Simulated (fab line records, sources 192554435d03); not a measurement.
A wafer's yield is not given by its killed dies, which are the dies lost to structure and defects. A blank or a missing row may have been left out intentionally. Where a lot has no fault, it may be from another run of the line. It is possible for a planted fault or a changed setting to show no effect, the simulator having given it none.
The tool behind it: which one? -- flow n5Finfet -- 24 lots, 72 wafers sampled, at 3 steps of a route of 1938

## WHAT THE GAUGES READ, wafer by wafer
N5_BEOL_M1_THK_MEAS_01. Usual: M1_ILD_THK typically reads 78.5 nm, with standard deviation 1.1.
lot,measured,on,M1_ILD_THK (nm),flag
L074,day 6 02:16,filmMetro-01,77.3 78.0 77.0,
L075,day 6 13:24,filmMetro-01,77.8 77.6 79.2,
L076,day 6 20:50,filmMetro-02,76.1 76.7 78.8,
L077,day 6 21:20,filmMetro-02,78.4 75.5 77.0,
L078,day 6 21:59,filmMetro-01,76.5 80.2 79.0,
L079,day 7 06:32,filmMetro-01,78.1 77.4 79.1,
L080,day 7 18:19,filmMetro-02,79.2 78.8 79.3,
L081,day 7 18:35,filmMetro-01,78.1 77.8 79.5,
L082,day 8 03:50,filmMetro-01,78.9 79.5 80.1,
L083,day 8 04:16,filmMetro-01,77.9 77.6 80.4,
L084,day 8 19:40,filmMetro-01,78.8 79.9 79.8,
L085,day 9 01:30,filmMetro-02,76.8 75.0 76.1,
L086,day 9 04:22,filmMetro-02,78.6 79.0 80.3,
L088,day 9 10:38,filmMetro-02,77.6 80.3 79.2,
L087,day 9 14:22,filmMetro-02,79.4 77.6 79.9,
L089,day 10 00:14,filmMetro-02,78.0 77.7 77.2,
L090,day 10 01:04,filmMetro-01,76.5 79.1 77.9,
L092,day 10 07:09,filmMetro-01,78.0 78.0 79.2,
L091,day 10 07:48,filmMetro-01,78.0 79.2 79.3,
L093,day 10 19:40,filmMetro-02,77.2 79.6 78.8,
L094,day 10 22:16,filmMetro-02,77.8 79.5 80.9,
L095,day 11 05:27,filmMetro-01,78.6 78.8 79.5,
L096,day 11 16:50,filmMetro-02,79.6 78.6 78.3,
L097,day 11 20:57,filmMetro-01,77.3 77.1 80.1,

## TOOL THAT RAN EACH LOT (tool first, then ch and the chambers of the sampled wafers, then the start)
lot,N5_BEOL_M0_STRIP_104,N5_BEOL_M0_PRE_CLEAN_113
L074,"rieDiel-06 ch 0,2,3, day 5 21:18","pvdSputter-03, day 5 22:29"
L075,"rieDiel-05 ch 0,1,2, day 6 08:14","pvdSputter-01, day 6 11:14"
L076,"rieDiel-05 ch 0,2,3, day 6 15:10","pvdSputter-03, day 6 18:31"
L077,"rieDiel-06 ch 1,3, day 6 18:07","pvdSputter-02, day 6 19:04"
L078,"rieDiel-05 ch 0,1,3, day 6 18:25","pvdSputter-02, day 6 19:47"
L079,"rieDiel-05 ch 0,1,3, day 7 03:35","pvdSputter-03, day 7 04:15"
L080,"rieDiel-06 ch 1,3, day 7 14:58","pvdSputter-02, day 7 15:53"
L081,"rieDiel-05 ch 2,3, day 7 15:07","pvdSputter-03, day 7 15:56"
L082,"rieDiel-06 ch 0,1,3, day 8 00:16","pvdSputter-02, day 8 01:19"
L083,"rieDiel-05 ch 0,2, day 8 00:16","pvdSputter-01, day 8 01:19"
L084,"rieDiel-05 ch 0,2,3, day 8 13:21","pvdSputter-01, day 8 15:31"
L085,"rieDiel-05 ch 0,1,2, day 8 20:38","pvdSputter-02, day 8 23:13"
L086,"rieDiel-01 ch 0,1,2, day 9 00:55","pvdSputter-01, day 9 02:03"
L088,"rieDiel-05 ch 0,3, day 9 07:21","pvdSputter-03, day 9 08:25"
L087,"rieDiel-05 ch 0,1,3, day 9 09:35","pvdSputter-02, day 9 10:40"
L089,"rieDiel-06 ch 0,1,3, day 9 18:29","pvdSputter-02, day 9 19:12"
L090,"rieDiel-06 ch 1,2, day 9 21:59","pvdSputter-03, day 9 22:43"
L092,"rieDiel-06 ch 0,1,3, day 10 04:05","pvdSputter-01, day 10 04:51"
L091,"rieDiel-01 ch 1,2, day 10 04:14","pvdSputter-02, day 10 05:04"
L093,"rieDiel-01 ch 0,1, day 10 15:41","pvdSputter-03, day 10 17:13"
L094,"rieDiel-06 ch 0,3, day 10 18:26","pvdSputter-01, day 10 19:28"
L095,"rieDiel-01 ch 0,2,3, day 11 00:33","pvdSputter-02, day 11 01:32"
L096,"rieDiel-01 ch 0,1,3, day 11 13:20","pvdSputter-03, day 11 14:23"
L097,"rieDiel-06 ch 1,3, day 11 16:13","pvdSputter-01, day 11 16:52"
- N5_BEOL_M0_STRIP_104: strips in N2/H2.
- N5_BEOL_M0_PRE_CLEAN_113: time 30 s.

## WHAT THE TOOLS THEMSELVES READ (means of the sampled wafers that have a number; where no wafer has one, the mark that the record gives instead)
N5_BEOL_M0_STRIP_104. Usual: drypumpMotorCurrentA 5.7 A, standard deviation 0.56; oesProductAu 0.77 a.u., standard deviation 0.072; rfVppV 59.4 V, standard deviation 1.7; showerheadPlenumPTorr 2.57 Torr, standard deviation 0.078; throttleValvePct 23.61 %, standard deviation 0.25.
lot,tool,drypumpMotorCurrentA (A),oesProductAu (a.u.),rfVppV (V),showerheadPlenumPTorr (Torr),throttleValvePct (%),flag
L074,rieDiel-06,5.8,0.79,59.0,2.55,23.56,
L075,rieDiel-05,5.8,0.74,58.7,2.60,23.77,
L076,rieDiel-05,5.8,0.76,59.5,2.61,23.57,
L077,rieDiel-06,5.3,0.75,56.8,2.53,23.36,
L078,rieDiel-05,6.0,0.79,58.4,2.62,23.58,
L079,rieDiel-05,6.0,0.80,59.7,2.62,23.60,
L080,rieDiel-06,5.6,0.74,60.9,2.54,23.55,
L081,rieDiel-05,5.5,0.81,59.8,2.67,23.41,
L082,rieDiel-06,5.3,0.78,59.1,2.52,23.52,
L083,rieDiel-05,6.1,0.68,61.9,2.54,23.75,
L084,rieDiel-05,5.8,0.75,60.7,2.60,23.61,
L085,rieDiel-05,5.8,0.72,61.2,2.60,23.78,
L086,rieDiel-01,5.7,0.84,60.0,2.53,23.58,
L088,rieDiel-05,6.0,0.79,59.4,2.62,23.40,
L087,rieDiel-05,6.0,0.76,58.4,2.61,23.63,
L089,rieDiel-06,5.3,0.77,59.8,2.51,23.52,
L090,rieDiel-06,5.7,0.72,59.0,2.55,23.30,
L092,rieDiel-06,5.3,0.77,59.4,2.51,23.54,
L091,rieDiel-01,6.0,0.79,60.3,2.58,23.84,
L093,rieDiel-01,5.7,0.88,60.2,2.47,23.50,
L094,rieDiel-06,5.2,0.80,58.9,2.49,23.65,
L095,rieDiel-01,5.5,0.75,59.2,2.56,23.75,
L096,rieDiel-01,5.5,0.79,59.8,2.50,23.65,
L097,rieDiel-06,5.4,0.73,60.0,2.52,23.43,

N5_BEOL_M0_PRE_CLEAN_113. Usual: heaterPowerW 341 W, standard deviation 28.
lot,tool,heaterPowerW (W),flag
L074,pvdSputter-03,315,
L075,pvdSputter-01,313,
L076,pvdSputter-03,338,
L077,pvdSputter-02,347,
L078,pvdSputter-02,347,
L079,pvdSputter-03,317,
L080,pvdSputter-02,346,
L081,pvdSputter-03,342,
L082,pvdSputter-02,341,
L083,pvdSputter-01,358,
L084,pvdSputter-01,379,
L085,pvdSputter-02,354,
L086,pvdSputter-01,352,
L088,pvdSputter-03,344,
L087,pvdSputter-02,350,
L089,pvdSputter-02,355,
L090,pvdSputter-03,329,
L092,pvdSputter-01,325,
L091,pvdSputter-02,352,
L093,pvdSputter-03,356,
L094,pvdSputter-01,367,
L095,pvdSputter-02,346,
L096,pvdSputter-03,316,
L097,pvdSputter-01,326,

## THE ANSWER, worked out from the rows above alone
Rule: a lot counts as off when the mean over its wafers that have a number is more than 3 standard deviations away from the usual mean. Also off: a lot with no number at a reading for which 4 or more lots have one. Where the step has rows for the other lots, those lots are counted as sound. The gauges are gone through in route order, then the tools' own readings, and for those a lot's mean is taken as printed above. At the first step where some lot is off, the reading lying furthest off is the one used; lots without a number count as furthest.
Across all readings shown, no lot is off: no conclusion can be drawn from this.

## WHAT THE SIMULATOR PUT IN
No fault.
